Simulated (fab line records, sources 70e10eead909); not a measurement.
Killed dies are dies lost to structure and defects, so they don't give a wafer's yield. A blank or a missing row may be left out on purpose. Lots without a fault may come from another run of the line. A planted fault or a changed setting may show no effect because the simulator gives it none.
Chamber matching | flow nand_harc | NHARC_A_CHANNEL_FILL_D2_ALD_25 on ald_hk-02: 4 sister chambers
The step deposits SiOx, target thk 60 nm, pulse time 10 s, ald cycles 600. 22 wafers are shown with their chamber, then 11 later ones without.

WAFERS WITH THEIR CHAMBER
wafer  | chamber | heater_power_w (W) | precursor_pulse_height_rel
L077.3 | 2       | 381                | 1.006
L077.1 | 1       | 354                | 0.978
L077.2 | 0       | 480                | 0.967
L080.1 | 0       | 480                | 1.026
L080.3 | 3       | 417                | 1.023
L080.5 | 1       | 357                | 1.042
L082.3 | 3       | 408                | 0.999
L082.1 | 1       | 360                | 1.016
L082.6 | 0       | 463                | 0.963
L083.1 | 1       | 356                | 0.992
L083.4 | 2       | 377                | 0.994
L083.6 | 0       | 480                | 0.994
L085.3 | 0       | 474                | 0.985
L085.1 | 2       | 376                | 0.988
L085.2 | 3       | 432                | 1.008
L088.4 | 1       | 370                | 0.981
L088.2 | 3       | 410                | 1.004
L088.5 | 1       | 367                | 0.976
L093.2 | 2       | 397                | 0.981
L093.5 | 2       | 386                | 1.007
L093.6 | 1       | 367                | 0.961
L094.2 | 2       | 356                | 0.985

SIGNATURES (means of the wafers above)
reading                    | chamber 0 | chamber 1 | chamber 2 | chamber 3 | scatter within a chamber
heater_power_w             | 475.40    | 361.57    | 378.83    | 416.75    | 9.82
precursor_pulse_height_rel | 0.98700   | 0.99229   | 0.99350   | 1.00850   | 0.0212
Rule: a wafer's distance from a chamber is the root of the sum, over the readings, of the square of ((its reading less the chamber's mean) divided by the reading's scatter). The wafer belongs to the nearest chamber; if the next one is less than 2 further off, it can't be placed. The scatter: the root of (the sum of the squares of (reading less its chamber's mean) over the shown wafers, divided by (wafers less chambers)).

WAFERS WITHOUT THEIR CHAMBER
wafer  | heater_power_w (W) | precursor_pulse_height_rel
L094.4 | 414                | 1.000
L094.6 | 377                | 1.003
L095.2 | 368                | 1.015
L095.4 | 405                | 1.017
L095.6 | 367                | 0.981
L097.4 | 370                | 1.021
L097.2 | 356                | 0.967
L097.6 | 369                | 1.016
L096.1 | 398                | 1.016
L096.2 | 369                | 0.991
L096.3 | 365                | 1.001

WHICH CHAMBER EACH WENT THROUGH
wafer  | from the rows above          | in truth
L094.4 | 3                            | 3
L094.6 | can't be placed: 2 or 1      | 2
L095.2 | can't be placed: 1 or 2      | 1
L095.4 | can't be placed: 3 or 2      | 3
L095.6 | can't be placed: 1 or 2      | 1
L097.4 | can't be placed: 2 or 1      | 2
L097.2 | can't be placed: 1 or 2      | 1
L097.6 | can't be placed: 1 or 2      | 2
L096.1 | can't be placed: 3 or 2 or 1 | 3
L096.2 | can't be placed: 1 or 2      | 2
L096.3 | can't be placed: 1 or 2      | 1
Placed correctly: 1 of 11. Can't be placed from these rows: 10 (the true chamber is among the candidates in 10). Placed wrongly: 0.
